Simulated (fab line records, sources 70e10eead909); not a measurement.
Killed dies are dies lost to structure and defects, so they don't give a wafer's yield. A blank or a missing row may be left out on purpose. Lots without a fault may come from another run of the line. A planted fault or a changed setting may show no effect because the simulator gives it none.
Chamber matching | flow nand_harc | NHARC_A_WL_FILL_CMP_12 on cmp-02: 4 sister chambers
The step polishes, t overpolish 30 s, target thk 100 nm. 8 wafers are shown with their chamber, then 9 later ones without.

WAFERS WITH THEIR CHAMBER
wafer  | chamber | motor_current_A (A) | time_to_endpoint_s (s)
L080.3 | 3       | 11.0                | 19.3
L081.1 | 2       | 10.2                | 19.4
L082.2 | 0       | 13.9                | 18.9
L082.4 | 2       | 10.6                | 19.4
L082.6 | 1       | 11.8                | 21.4
L089.1 | 0       | 13.7                | 21.4
L089.2 | 1       | 12.0                | 23.0
L089.5 | 3       | 10.5                | 20.9

WAFERS WITHOUT THEIR CHAMBER
wafer  | motor_current_A (A) | time_to_endpoint_s (s)
L091.1 | 13.8                | 18.7
L091.3 | 11.4                | 19.1
L091.5 | 11.1                | 19.1
L092.1 | 10.5                | 18.2
L092.4 | 13.6                | 18.6
L092.6 | 13.9                | 18.1
L094.3 | 11.4                | 18.7
L094.4 | 13.3                | 19.3
L094.6 | 12.3                | 19.7

WHICH CHAMBER EACH WENT THROUGH
wafer  | from the rows above          | in truth
L091.1 | 0                            | 0
L091.3 | can't be placed: 3 or 1 or 2 | 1
L091.5 | can't be placed: 3 or 2      | 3
L092.1 | can't be placed: 2 or 3      | 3
L092.4 | 0                            | 0
L092.6 | 0                            | 0
L094.3 | can't be placed: 3 or 1 or 2 | 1
L094.4 | 0                            | 0
L094.6 | 1                            | 1
Placed correctly: 5 of 9. Can't be placed from these rows: 4 (the true chamber is among the candidates in 4). Placed wrongly: 0.
How it was worked out, from the rows above alone: a wafer's distance from a chamber is the root of the sum, over the readings, of the square of ((its reading less the chamber's mean) divided by the reading's scatter). The wafer belongs to the nearest chamber; if the next one is less than 2 further off, it can't be placed. A chamber's mean is the mean of its shown wafers. The scatter: the root of (the sum of the squares of (reading less its chamber's mean) over the shown wafers, divided by (wafers less chambers)).
